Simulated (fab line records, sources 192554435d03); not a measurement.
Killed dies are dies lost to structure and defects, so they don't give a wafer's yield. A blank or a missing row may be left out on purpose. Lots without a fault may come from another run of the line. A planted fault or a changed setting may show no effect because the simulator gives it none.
Which tool did it? | flow n5_finfet | 24 lots, 72 wafers sampled, at 6 steps of a route of 1938

WHAT THE GAUGES READ, wafer by wafer
N5_BEOL_M10_CD_MEAS_18: pitch 140 nm, target cd 70 nm.
lot  | measured     | on        | cd_nm (nm)
L075 | day 10 09:17 | cd_sem-01 | 69.1 69.9 69.1
L074 | day 10 10:12 | cd_sem-01 | 69.6 69.2 68.5
L077 | day 10 16:59 | cd_sem-03 | 69.8 70.3 71.2
L078 | day 10 18:04 | cd_sem-02 | 68.9 69.6 69.9
L079 | day 10 23:10 | cd_sem-01 | 69.8 68.9 70.1
L076 | day 11 03:11 | cd_sem-03 | 69.2 68.5 69.6
L081 | day 11 07:46 | cd_sem-02 | 68.4 68.1 68.8
L080 | day 11 11:16 | cd_sem-01 | 69.4 68.9 69.0
L082 | day 11 20:46 | cd_sem-03 | 68.0 69.0 68.9
L083 | day 12 03:38 | cd_sem-03 | 70.3 70.1 70.2
L084 | day 12 13:10 | cd_sem-02 | 69.4 69.6 68.8
L085 | day 12 20:53 | cd_sem-01 | 69.1 68.7 69.6
L087 | day 12 23:19 | cd_sem-01 | 68.9 68.4 68.9
L088 | day 13 07:06 | cd_sem-01 | 69.8 69.4 69.9
L086 | day 13 10:32 | cd_sem-03 | 69.4 68.8 68.4
L089 | day 13 17:34 | cd_sem-02 | 70.0 69.6 69.6
L091 | day 14 01:50 | cd_sem-01 | 68.6 68.7 68.4
L090 | day 14 02:25 | cd_sem-01 | 69.7 70.6 70.7
L093 | day 14 11:35 | cd_sem-01 | 70.4 70.1 68.2
L092 | day 14 20:19 | cd_sem-01 | 70.3 70.7 70.6
L094 | day 15 02:27 | cd_sem-01 | 68.7 68.0 68.8
L095 | day 15 03:00 | cd_sem-02 | 69.3 69.4 68.9
L096 | day 15 09:51 | cd_sem-01 | 70.3 69.8 68.8
L097 | day 15 13:52 | cd_sem-01 | 68.8 69.9 68.5

N5_BEOL_M10_CD_MEAS_35: target cd 70 nm.
lot  | measured     | on        | cd_nm (nm)
L075 | day 10 10:47 | cd_sem-02 | 68.6 69.8 68.7
L074 | day 10 12:38 | cd_sem-02 | 69.2 68.8 68.0
L077 | day 10 18:30 | cd_sem-03 | 69.4 70.4 70.3
L078 | day 10 19:22 | cd_sem-02 | 69.0 69.7 69.9
L079 | day 11 02:09 | cd_sem-01 | 69.7 69.0 69.7
L076 | day 11 07:53 | cd_sem-02 | 68.6 68.3 69.5
L081 | day 11 09:56 | cd_sem-02 | 69.0 68.2 68.8
L080 | day 11 13:16 | cd_sem-02 | 69.6 68.8 68.6
L082 | day 11 21:51 | cd_sem-03 | 67.6 68.9 68.7
L083 | day 12 05:02 | cd_sem-03 | 69.9 69.8 69.8
L084 | day 12 14:39 | cd_sem-03 | 69.8 69.8 69.0
L085 | day 12 22:34 | cd_sem-01 | 69.5 68.5 69.6
L087 | day 13 00:31 | cd_sem-03 | 69.0 68.8 68.8
L088 | day 13 09:13 | cd_sem-03 | 69.8 69.5 70.3
L086 | day 13 11:48 | cd_sem-02 | 70.0 68.7 68.3
L089 | day 13 21:44 | cd_sem-03 | 70.3 69.8 69.7
L091 | day 14 05:05 | cd_sem-02 | 68.5 68.8 68.9
L090 | day 14 04:35 | cd_sem-01 | 70.1 70.6 71.1
L093 | day 14 13:25 | cd_sem-01 | 70.2 70.3 68.2
L092 | day 14 22:14 | cd_sem-01 | 70.1 70.6 70.9
L094 | day 15 04:54 | cd_sem-01 | 68.8 67.8 68.6
L095 | day 15 04:26 | cd_sem-02 | 69.4 69.0 69.2
L096 | day 15 11:21 | cd_sem-01 | 70.5 69.4 69.0
L097 | day 15 16:23 | cd_sem-02 | 69.1 69.9 68.7

N5_BEOL_M11_INSPECT_13: inspects for defects (brightfield).
lot  | measured     | on                | raw_defect_count
L075 | day 10 16:42 | defect_inspect-01 | 233 326 355
L074 | day 10 18:28 | defect_inspect-02 | 474 535 398
L077 | day 10 22:58 | defect_inspect-02 | 485 733 423
L078 | day 11 02:11 | defect_inspect-01 | 374 310 265
L079 | day 11 07:50 | defect_inspect-02 | 402 436 302
L076 | day 11 13:35 | defect_inspect-02 | 538 818 553
L081 | day 11 16:31 | defect_inspect-01 | 269 355 334
L080 | day 11 17:56 | defect_inspect-02 | 385 484 744
L082 | day 12 06:14 | defect_inspect-01 | 518 371 389
L083 | day 12 12:13 | defect_inspect-02 | 555 428 386
L084 | day 12 19:44 | defect_inspect-01 | 387 354 411
L085 | day 13 06:19 | defect_inspect-01 | 340 341 317
L087 | day 13 06:29 | defect_inspect-02 | 410 476 391
L088 | day 13 14:46 | defect_inspect-02 | 495 443 463
L086 | day 13 17:57 | defect_inspect-02 | 438 373 276
L089 | day 14 01:50 | defect_inspect-02 | 648 395 588
L091 | day 14 10:46 | defect_inspect-02 | 406 321 403
L090 | day 14 10:23 | defect_inspect-01 | 358 437 312
L093 | day 14 19:29 | defect_inspect-02 | 477 389 349
L092 | day 15 02:03 | defect_inspect-02 | 430 493 413
L094 | day 15 11:09 | defect_inspect-02 | 480 324 415
L095 | day 15 09:43 | defect_inspect-01 | 541 425 529
L096 | day 15 16:33 | defect_inspect-01 | 328 450 298
L097 | day 16 01:30 | defect_inspect-02 | 376 310 367

WHICH TOOL RAN EACH LOT (tool, then ch and the chambers of the sampled wafers, then the start)
lot  | N5_BEOL_M10_HM_OPEN_17            | N5_BEOL_M10_ETCH_65                | N5_BEOL_M11_PECVD_70
L075 | rie_metal-02 ch 0, day 10 09:01   | rie_diel-05 ch 0,2,3, day 10 10:10 | pecvd-02 ch 0,1,2, day 10 15:45
L074 | rie_metal-02 ch 0, day 10 09:53   | rie_diel-05 ch 0,1,3, day 10 12:01 | pecvd-01 ch 0,2, day 10 16:47
L077 | rie_metal-02 ch 0, day 10 16:45   | rie_diel-01 ch 1,2, day 10 17:53   | pecvd-02 ch 0,1,2, day 10 21:30
L078 | rie_metal-02 ch 0, day 10 17:49   | rie_diel-01 ch 1,2, day 10 18:45   | pecvd-02 ch 0,1, day 10 23:56
L079 | rie_metal-01 ch 0, day 10 22:54   | rie_diel-05 ch 0,3, day 11 01:32   | pecvd-02 ch 1,2, day 11 06:56
L076 | rie_metal-03 ch 0, day 11 02:55   | rie_diel-01 ch 0,1,3, day 11 07:17 | pecvd-01 ch 0,1,2, day 11 12:28
L081 | rie_metal-02 ch 0,1, day 11 07:32 | rie_diel-01 ch 1,3, day 11 09:17   | pecvd-01 ch 1,2, day 11 14:54
L080 | rie_metal-02 ch 0, day 11 10:58   | rie_diel-03 ch 1,2,3, day 11 12:38 | pecvd-03 ch 0,2, day 11 16:47
L082 | rie_metal-03 ch 0,1, day 11 20:35 | rie_diel-03 ch 0,1,2, day 11 21:14 | pecvd-01 ch 1,2, day 12 04:37
L083 | rie_metal-03 ch 0,1, day 12 03:26 | rie_diel-05 ch 0,1,3, day 12 04:26 | pecvd-02 ch 0,1, day 12 08:53
L084 | rie_metal-02 ch 0,1, day 12 12:59 | rie_diel-05 ch 1,2, day 12 14:02   | pecvd-01 ch 1,2, day 12 18:33
L085 | rie_metal-03 ch 0,1, day 12 20:43 | rie_diel-05 ch 0,1,2, day 12 21:55 | pecvd-02 ch 0,1,2, day 13 02:44
L087 | rie_metal-01 ch 0,1, day 12 23:05 | rie_diel-05 ch 1,2, day 12 23:53   | pecvd-01 ch 0,2, day 13 03:37
L088 | rie_metal-02 ch 0,1, day 13 06:53 | rie_diel-03 ch 1,2,3, day 13 08:37 | pecvd-01 ch 1,2, day 13 12:11
L086 | rie_metal-03 ch 0,1, day 13 10:19 | rie_diel-05 ch 0,2,3, day 13 11:11 | pecvd-03 ch 0,2, day 13 16:04
L089 | rie_metal-02 ch 1, day 13 17:22   | rie_diel-03 ch 0,2,3, day 13 20:56 | pecvd-01 ch 0,1,2, day 14 00:50
L091 | rie_metal-03 ch 0,1, day 14 01:39 | rie_diel-01 ch 2,3, day 14 04:28   | pecvd-02 ch 1,2, day 14 08:08
L090 | rie_metal-03 ch 0,1, day 14 02:16 | rie_diel-03 ch 0,1, day 14 03:58   | pecvd-01 ch 1,2, day 14 07:21
L093 | rie_metal-03 ch 0,1, day 14 11:24 | rie_diel-03 ch 0,1,3, day 14 12:49 | pecvd-02 ch 0,1,2, day 14 17:07
L092 | rie_metal-02 ch 0,1, day 14 20:06 | rie_diel-05 ch 0,3, day 14 21:38   | pecvd-03 ch 1,2, day 15 01:26
L094 | rie_metal-01 ch 0,1, day 15 02:05 | rie_diel-05 ch 0,2, day 15 04:17   | pecvd-02 ch 0,1,2, day 15 10:16
L095 | rie_metal-01 ch 0, day 15 02:47   | rie_diel-05 ch 0,2, day 15 03:50   | pecvd-02 ch 0,1,2, day 15 07:36
L096 | rie_metal-03 ch 0,1, day 15 09:40 | rie_diel-03 ch 0,2, day 15 10:44   | pecvd-01 ch 0,2, day 15 15:20
L097 | rie_metal-03 ch 0,1, day 15 13:41 | rie_diel-05 ch 0,2, day 15 15:47   | pecvd-01 ch 0,2, day 15 20:34
- N5_BEOL_M10_HM_OPEN_17: chemistry Cl2/BCl3, target TiN, target depth 20 nm, overetch 6 nm.
- N5_BEOL_M10_ETCH_65: etches SiARC in CF4, target depth 39 nm, time 65 s.
- N5_BEOL_M11_PECVD_70: deposits SiO2 from TEOS/O2, target thk 20 nm, time 22.7 s.

WHAT THE TOOLS THEMSELVES READ (means of the sampled wafers that have a number; where no wafer has one, the mark that the record gives instead)
N5_BEOL_M10_HM_OPEN_17.
lot  | tool         | drypump_motor_current_A (A) | oes_product_au (a.u.) | throttle_valve_pct (%)
L075 | rie_metal-02 | 6.0                         | 0.66                  | 22.15
L074 | rie_metal-02 | 6.0                         | 0.65                  | 22.15
L077 | rie_metal-02 | 6.0                         | 0.65                  | 22.14
L078 | rie_metal-02 | 6.0                         | 0.65                  | 22.14
L079 | rie_metal-01 | 6.4                         | 0.63                  | 22.10
L076 | rie_metal-03 | 5.6                         | 0.59                  | 22.39
L081 | rie_metal-02 | 5.5                         | 0.77                  | 22.14
L080 | rie_metal-02 | 6.0                         | 0.65                  | 22.15
L082 | rie_metal-03 | 5.8                         | 0.68                  | 21.95
L083 | rie_metal-03 | 5.7                         | 0.64                  | 22.19
L084 | rie_metal-02 | 5.8                         | 0.69                  | 22.17
L085 | rie_metal-03 | 5.7                         | 0.64                  | 22.17
L087 | rie_metal-01 | 6.4                         | 0.68                  | 22.15
L088 | rie_metal-02 | 5.7                         | 0.68                  | 22.17
L086 | rie_metal-03 | 5.8                         | 0.68                  | 21.94
L089 | rie_metal-02 | 5.1                         | 0.77                  | 22.17
L091 | rie_metal-03 | 5.7                         | 0.62                  | 22.19
L090 | rie_metal-03 | 5.8                         | 0.68                  | 21.94
L093 | rie_metal-03 | 5.8                         | 0.67                  | 21.96
L092 | rie_metal-02 | 5.7                         | 0.67                  | 22.18
L094 | rie_metal-01 | 6.5                         | 0.70                  | 22.22
L095 | rie_metal-01 | 6.4                         | 0.61                  | 22.11
L096 | rie_metal-03 | 5.7                         | 0.67                  | 21.96
L097 | rie_metal-03 | 5.7                         | 0.62                  | 22.19

N5_BEOL_M10_ETCH_65.
lot  | tool        | drypump_motor_current_A (A) | etch_rf_on_time_s (s) | oes_product_au (a.u.) | rf_vpp_V (V) | showerhead_plenum_p_Torr (Torr) | throttle_valve_pct (%)
L075 | rie_diel-05 | 5.7                         | 66.1                  | 0.62                  | 184.7        | 2.18                            | 15.6
L074 | rie_diel-05 | 5.5                         | 64.7                  | 0.64                  | 185.0        | 2.16                            | 15.7
L077 | rie_diel-01 | 5.7                         | 62.5                  | 0.70                  | 183.9        | 2.15                            | 15.5
L078 | rie_diel-01 | 5.7                         | 63.5                  | 0.65                  | 184.2        | 2.12                            | 15.8
L079 | rie_diel-05 | 5.6                         | 66.0                  | 0.65                  | 185.5        | 2.20                            | 15.4
L076 | rie_diel-01 | 5.3                         | 62.1                  | 0.72                  | 184.0        | 2.11                            | 15.4
L081 | rie_diel-01 | 5.3                         | 63.4                  | 0.71                  | 183.5        | 2.10                            | 15.5
L080 | rie_diel-03 | 6.1                         | 64.3                  | 0.71                  | 183.8        | 2.14                            | 15.6
L082 | rie_diel-03 | 6.0                         | 63.4                  | 0.76                  | 183.9        | 2.15                            | 15.4
L083 | rie_diel-05 | 5.5                         | 65.3                  | 0.62                  | 183.7        | 2.16                            | 15.7
L084 | rie_diel-05 | 5.9                         | 66.2                  | 0.74                  | 184.8        | 2.16                            | 15.6
L085 | rie_diel-05 | 5.7                         | 66.3                  | 0.68                  | 183.9        | 2.18                            | 15.6
L087 | rie_diel-05 | 6.0                         | 66.3                  | 0.73                  | 183.8        | 2.16                            | 15.6
L088 | rie_diel-03 | 6.1                         | 64.6                  | 0.70                  | 183.7        | 2.13                            | 15.6
L086 | rie_diel-05 | 5.8                         | 65.3                  | 0.68                  | 185.0        | 2.17                            | 15.4
L089 | rie_diel-03 | 5.7                         | 63.7                  | 0.72                  | 185.5        | 2.19                            | 15.5
L091 | rie_diel-01 | 5.6                         | 64.1                  | 0.76                  | 183.4        | 2.09                            | 15.6
L090 | rie_diel-03 | 6.3                         | 64.1                  | 0.74                  | 183.8        | 2.14                            | 15.4
L093 | rie_diel-03 | 5.9                         | 64.2                  | 0.72                  | 184.8        | 2.19                            | 15.4
L092 | rie_diel-05 | 5.6                         | 65.5                  | 0.61                  | 184.2        | 2.15                            | 15.7
L094 | rie_diel-05 | 6.0                         | 66.1                  | 0.71                  | 184.6        | 2.19                            | 15.4
L095 | rie_diel-05 | 6.0                         | 66.9                  | 0.71                  | 184.7        | 2.18                            | 15.4
L096 | rie_diel-03 | 5.6                         | 64.0                  | 0.73                  | 184.5        | 2.20                            | 15.3
L097 | rie_diel-05 | 5.9                         | 66.0                  | 0.71                  | 184.6        | 2.18                            | 15.4

N5_BEOL_M11_PECVD_70.
lot  | tool     | heater_power_w (W) | showerhead_plenum_p_Torr (Torr) | throttle_valve_pct (%)
L075 | pecvd-02 | 697                | 8.77                            | 22.5
L074 | pecvd-01 | 697                | 8.71                            | 21.9
L077 | pecvd-02 | 678                | 8.78                            | 22.6
L078 | pecvd-02 | 757                | 8.79                            | 23.3
L079 | pecvd-02 | 670                | 8.75                            | 21.6
L076 | pecvd-01 | 671                | 8.68                            | 22.9
L081 | pecvd-01 | 686                | 8.67                            | 22.9
L080 | pecvd-03 | 767                | 8.80                            | 21.0
L082 | pecvd-01 | 668                | 8.63                            | 23.9
L083 | pecvd-02 | 661                | 8.78                            | 22.7
L084 | pecvd-01 | 656                | 8.64                            | 24.0
L085 | pecvd-02 | 723                | 8.77                            | 22.8
L087 | pecvd-01 | 729                | 8.71                            | 22.1
L088 | pecvd-01 | 617                | 8.63                            | 24.1
L086 | pecvd-03 | 720                | 8.79                            | 21.1
L089 | pecvd-01 | 660                | 8.68                            | 23.0
L091 | pecvd-02 | 599                | 8.76                            | 21.8
L090 | pecvd-01 | 625                | 8.64                            | 23.8
L093 | pecvd-02 | 657                | 8.77                            | 22.8
L092 | pecvd-03 | 729                | 8.80                            | 21.2
L094 | pecvd-02 | 674                | 8.76                            | 22.7
L095 | pecvd-02 | 703                | 8.78                            | 22.8
L096 | pecvd-01 | 710                | 8.73                            | 22.0
L097 | pecvd-01 | 725                | 8.72                            | 22.1

THE ANSWER, worked out from the rows above alone
Rule: what is usual is taken from the lots themselves. Put in order of their means at a reading, lots are off if they are a third of the lots or fewer, leave a main group of 4 or more, and stand apart from it by a gap of 3 or more times the standard deviation of the main group's means; of several such gaps the widest counts. A main group whose means are all the same, to the digits that the tables above print for the reading, isn't used. A lot without any number at a reading at which 4 lots or more have one is off too. The other lots that the step has rows for count as sound. The gauges are gone through in route order, then the tools' own readings, and for those a lot's mean is taken as printed above. The first step at which some lot is off is used, and at that step the reading that is off furthest; a lot without a number counts as furthest.
No lot is off at any reading shown: from this, nothing can be told.

WHAT THE SIMULATOR HAD PUT IN
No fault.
